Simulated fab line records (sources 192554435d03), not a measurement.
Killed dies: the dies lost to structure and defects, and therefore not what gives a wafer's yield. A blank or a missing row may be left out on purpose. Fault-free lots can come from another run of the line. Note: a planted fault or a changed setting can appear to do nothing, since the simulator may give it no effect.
Matching of chambers + flow n5Finfet + N5_BEOL_M10_STRIP_36 on rieDiel-04 has 4 sister chambers
The step strips in N2/H2. 4 wafers are shown with their chamber, then 7 later ones without.

## WAFERS, EACH WITH ITS CHAMBER
| wafer  | chamber | drypumpMotorCurrentA (A) |
|--------|---------|--------------------------|
| L074.4 | 3       | 6.2                      |
| L078.2 | 1       | 5.3                      |
| L082.1 | 2       | 5.5                      |
| L082.3 | 0       | 4.8                      |

## WAFERS WITHOUT THEIR CHAMBER
| wafer  | drypumpMotorCurrentA (A) |
|--------|--------------------------|
| L082.4 | 5.2                      |
| L089.3 | 5.2                      |
| L089.4 | 6.3                      |
| L089.6 | 4.8                      |
| L093.1 | 5.5                      |
| L093.3 | 6.3                      |
| L093.4 | 4.8                      |

## WHICH CHAMBER EACH WENT THROUGH
| wafer  | from the rows above | in truth |
|--------|---------------------|----------|
| L082.4 | 1                   | 1        |
| L089.3 | 1                   | 1        |
| L089.4 | 3                   | 3        |
| L089.6 | 0                   | 0        |
| L093.1 | 2                   | 2        |
| L093.3 | 3                   | 3        |
| L093.4 | 0                   | 0        |
Placed correctly: 7 of 7. Left unplaced by these rows: 0. Wrongly placed: 0.
How it was worked out, from the rows above alone: a wafer's distance from a chamber is the root of the sum, over the readings, of the square of ((its reading less the chamber's mean) divided by the reading's scatter). If the next closest chamber is less than 2 further off than the closest, the wafer can't be placed; otherwise it belongs to the closest. A chamber's mean is the mean of its shown wafers. The scatter: root of mean squared gap, hidden wafer to nearest shown wafer, with one shown wafer a chamber.
